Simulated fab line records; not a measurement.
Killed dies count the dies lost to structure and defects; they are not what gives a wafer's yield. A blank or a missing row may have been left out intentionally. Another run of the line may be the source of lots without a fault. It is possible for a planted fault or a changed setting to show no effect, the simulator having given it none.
Matching of chambers || flow n5-finfet || ald-sin-01 running N5_SPACER0_ALD_07: 4 sister chambers
The step deposits SiNx, target thk 2 nm. 24 wafers are shown with their chamber, then 12 later ones without.

## EACH WAFER AND ITS CHAMBER
{"wafer": "L076.1", "chamber": 0, "heater-power-w (W)": 852, "chamber-pressure-Torr (Torr)": 1.997}
{"wafer": "L076.3", "chamber": 1, "heater-power-w (W)": 766, "chamber-pressure-Torr (Torr)": 2.006}
{"wafer": "L076.5", "chamber": 3, "heater-power-w (W)": 969, "chamber-pressure-Torr (Torr)": 2.003}
{"wafer": "L078.1", "chamber": 3, "heater-power-w (W)": 966, "chamber-pressure-Torr (Torr)": 1.999}
{"wafer": "L078.5", "chamber": 3, "heater-power-w (W)": 953, "chamber-pressure-Torr (Torr)": 2.000}
{"wafer": "L078.6", "chamber": 0, "heater-power-w (W)": 849, "chamber-pressure-Torr (Torr)": 2.001}
{"wafer": "L079.3", "chamber": 3, "heater-power-w (W)": 946, "chamber-pressure-Torr (Torr)": 1.993}
{"wafer": "L079.5", "chamber": 0, "heater-power-w (W)": 836, "chamber-pressure-Torr (Torr)": 1.993}
{"wafer": "L079.6", "chamber": 3, "heater-power-w (W)": 937, "chamber-pressure-Torr (Torr)": 1.994}
{"wafer": "L080.3", "chamber": 3, "heater-power-w (W)": 949, "chamber-pressure-Torr (Torr)": 2.007}
{"wafer": "L080.4", "chamber": 0, "heater-power-w (W)": 834, "chamber-pressure-Torr (Torr)": 1.998}
{"wafer": "L080.6", "chamber": 2, "heater-power-w (W)": 1012, "chamber-pressure-Torr (Torr)": 2.002}
{"wafer": "L081.3", "chamber": 1, "heater-power-w (W)": 757, "chamber-pressure-Torr (Torr)": 2.001}
{"wafer": "L081.4", "chamber": 3, "heater-power-w (W)": 974, "chamber-pressure-Torr (Torr)": 1.997}
{"wafer": "L081.5", "chamber": 0, "heater-power-w (W)": 835, "chamber-pressure-Torr (Torr)": 1.993}
{"wafer": "L083.2", "chamber": 2, "heater-power-w (W)": 953, "chamber-pressure-Torr (Torr)": 2.010}
{"wafer": "L083.5", "chamber": 3, "heater-power-w (W)": 934, "chamber-pressure-Torr (Torr)": 1.998}
{"wafer": "L083.6", "chamber": 0, "heater-power-w (W)": 829, "chamber-pressure-Torr (Torr)": 2.007}
{"wafer": "L086.2", "chamber": 0, "heater-power-w (W)": 823, "chamber-pressure-Torr (Torr)": 2.003}
{"wafer": "L086.4", "chamber": 3, "heater-power-w (W)": 959, "chamber-pressure-Torr (Torr)": 1.999}
{"wafer": "L086.5", "chamber": 3, "heater-power-w (W)": 956, "chamber-pressure-Torr (Torr)": 2.007}
{"wafer": "L087.1", "chamber": 1, "heater-power-w (W)": 768, "chamber-pressure-Torr (Torr)": 1.992}
{"wafer": "L087.4", "chamber": 2, "heater-power-w (W)": 983, "chamber-pressure-Torr (Torr)": 2.000}
{"wafer": "L087.5", "chamber": 0, "heater-power-w (W)": 838, "chamber-pressure-Torr (Torr)": 1.993}

SIGNATURES (averages over the wafers above)
{"reading": "heater-power-w", "chamber 0": 837.00, "chamber 1": 763.67, "chamber 2": 982.67, "chamber 3": 954.30, "scatter within a chamber": 14.2}
{"reading": "chamber-pressure-Torr", "chamber 0": 1.99813, "chamber 1": 1.99967, "chamber 2": 2.00400, "chamber 3": 1.99970, "scatter within a chamber": 0.00526}
Rule: a wafer's distance from a chamber is the root of the sum, over the readings, of the square of ((its reading less the chamber's mean) divided by the reading's scatter). If the next closest chamber is less than 2 further off than the closest, the wafer can't be placed; otherwise it belongs to the closest. The scatter is the square root of a quotient: the sum, over the shown wafers, of each reading's squared deviation from its chamber's mean, divided by wafers minus chambers.

## WAFERS WITH NO CHAMBER GIVEN
{"wafer": "L089.1", "heater-power-w (W)": 992, "chamber-pressure-Torr (Torr)": 2.002}
{"wafer": "L089.4", "heater-power-w (W)": 824, "chamber-pressure-Torr (Torr)": 1.996}
{"wafer": "L089.6", "heater-power-w (W)": 838, "chamber-pressure-Torr (Torr)": 2.000}
{"wafer": "L090.2", "heater-power-w (W)": 945, "chamber-pressure-Torr (Torr)": 2.007}
{"wafer": "L090.4", "heater-power-w (W)": 971, "chamber-pressure-Torr (Torr)": 1.996}
{"wafer": "L090.5", "heater-power-w (W)": 964, "chamber-pressure-Torr (Torr)": 1.997}
{"wafer": "L092.4", "heater-power-w (W)": 941, "chamber-pressure-Torr (Torr)": 1.990}
{"wafer": "L092.5", "heater-power-w (W)": 776, "chamber-pressure-Torr (Torr)": 1.994}
{"wafer": "L092.6", "heater-power-w (W)": 994, "chamber-pressure-Torr (Torr)": 1.997}
{"wafer": "L093.1", "heater-power-w (W)": 973, "chamber-pressure-Torr (Torr)": 2.000}
{"wafer": "L093.2", "heater-power-w (W)": 976, "chamber-pressure-Torr (Torr)": 2.006}
{"wafer": "L093.6", "heater-power-w (W)": 991, "chamber-pressure-Torr (Torr)": 1.999}

## THE CHAMBER EACH PASSED THROUGH
{"wafer": "L089.1", "from the rows above": "can't be placed: 2 or 3", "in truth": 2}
{"wafer": "L089.4", "from the rows above": 0, "in truth": 0}
{"wafer": "L089.6", "from the rows above": 0, "in truth": 0}
{"wafer": "L090.2", "from the rows above": "can't be placed: 3 or 2", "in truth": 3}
{"wafer": "L090.4", "from the rows above": "can't be placed: 3 or 2", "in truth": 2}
{"wafer": "L090.5", "from the rows above": "can't be placed: 3 or 2", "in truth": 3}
{"wafer": "L092.4", "from the rows above": "can't be placed: 3 or 2", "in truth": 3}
{"wafer": "L092.5", "from the rows above": 1, "in truth": 1}
{"wafer": "L092.6", "from the rows above": "can't be placed: 2 or 3", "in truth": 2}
{"wafer": "L093.1", "from the rows above": "can't be placed: 2 or 3", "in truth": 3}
{"wafer": "L093.2", "from the rows above": "can't be placed: 2 or 3", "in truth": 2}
{"wafer": "L093.6", "from the rows above": "can't be placed: 2 or 3", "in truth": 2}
Correctly placed: 3 of 12. These rows do not allow placing 9 (true chamber among the candidates in 9). 0 placed wrongly.
